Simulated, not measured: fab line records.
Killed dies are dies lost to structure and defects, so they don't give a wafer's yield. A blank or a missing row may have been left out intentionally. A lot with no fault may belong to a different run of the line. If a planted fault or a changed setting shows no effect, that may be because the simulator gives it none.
Chamber matching    flow n5Finfet    N5_BEOL_M8_ETCH_61 on rieDiel-04 has 4 sister chambers
The step etches SiARC in CF4, target depth 45.5 nm, time 75.8 s. 24 wafers are shown with their chamber, then 12 later ones without.

EACH WAFER AND ITS CHAMBER
wafer   chamber  showerheadPlenumPTorr (Torr)  drypumpMotorCurrentA (A)  etchRfOnTimeS (s)
L078.2  1        2.18                          6.1                       74.1
L078.3  0        2.20                          6.6                       78.0
L078.6  2        2.11                          6.4                       75.1
L080.4  1        2.18                          6.0                       74.8
L080.5  3        2.06                          6.1                       76.5
L080.6  2        2.11                          6.3                       74.8
L082.1  2        2.10                          6.4                       76.0
L082.2  3        2.06                          6.1                       76.7
L082.6  0        2.20                          6.6                       79.0
L083.2  0        2.20                          6.6                       78.9
L083.4  2        2.10                          6.4                       75.0
L083.6  0        2.20                          6.6                       79.4
L084.1  2        2.10                          6.3                       75.2
L084.2  3        2.06                          6.1                       76.4
L084.6  2        2.10                          6.4                       75.0
L087.1  3        2.06                          6.1                       77.1
L087.5  1        2.18                          6.1                       74.3
L087.6  0        2.20                          6.5                       79.2
L089.1  1        2.18                          6.1                       75.0
L089.3  3        2.06                          6.1                       77.9
L089.4  3        2.06                          6.1                       77.4
L088.1  3        2.05                          6.1                       78.2
L088.4  3        2.05                          6.0                       77.8
L088.5  0        2.19                          6.6                       79.5

SIGNATURES (means of the wafers above)
reading                chamber 0  chamber 1  chamber 2  chamber 3  scatter within a chamber
showerheadPlenumPTorr  2.1983     2.1800     2.1033     2.0575     0.00428
drypumpMotorCurrentA   6.583      6.075      6.367      6.087      0.0435
etchRfOnTimeS          79.000     74.550     75.183     77.250     0.554
Rule: for each reading, subtract the chamber's mean from the wafer's reading, divide by that reading's scatter and square the result; add these up over the readings and take the root, which gives the wafer's distance from the chamber. The wafer belongs to the nearest chamber; if the next one is less than 2 further off, it can't be placed. The scatter: the root of (the sum of the squares of (reading less its chamber's mean) over the shown wafers, divided by (wafers less chambers)).

WAFERS MISSING THEIR CHAMBER
wafer   showerheadPlenumPTorr (Torr)  drypumpMotorCurrentA (A)  etchRfOnTimeS (s)
L091.1  2.05                          6.0                       77.5
L091.4  2.17                          6.1                       75.1
L091.5  2.10                          6.4                       74.6
L093.1  2.17                          6.1                       75.6
L093.4  2.09                          6.4                       75.2
L093.6  2.17                          6.1                       74.7
L094.1  2.09                          6.4                       74.6
L094.2  2.05                          6.1                       78.9
L094.6  2.17                          6.1                       74.1
L096.1  2.05                          6.1                       77.5
L096.4  2.17                          6.1                       73.7
L096.6  2.19                          6.5                       76.0

EACH ONE'S CHAMBER
wafer   from the rows above  in truth
L091.1  3                    3
L091.4  1                    1
L091.5  2                    2
L093.1  1                    1
L093.4  2                    2
L093.6  1                    1
L094.1  2                    2
L094.2  3                    3
L094.6  1                    1
L096.1  3                    3
L096.4  1                    1
L096.6  0                    0
Correctly placed: 12 of 12. Left unplaced by these rows: 0. Number placed wrongly: 0.
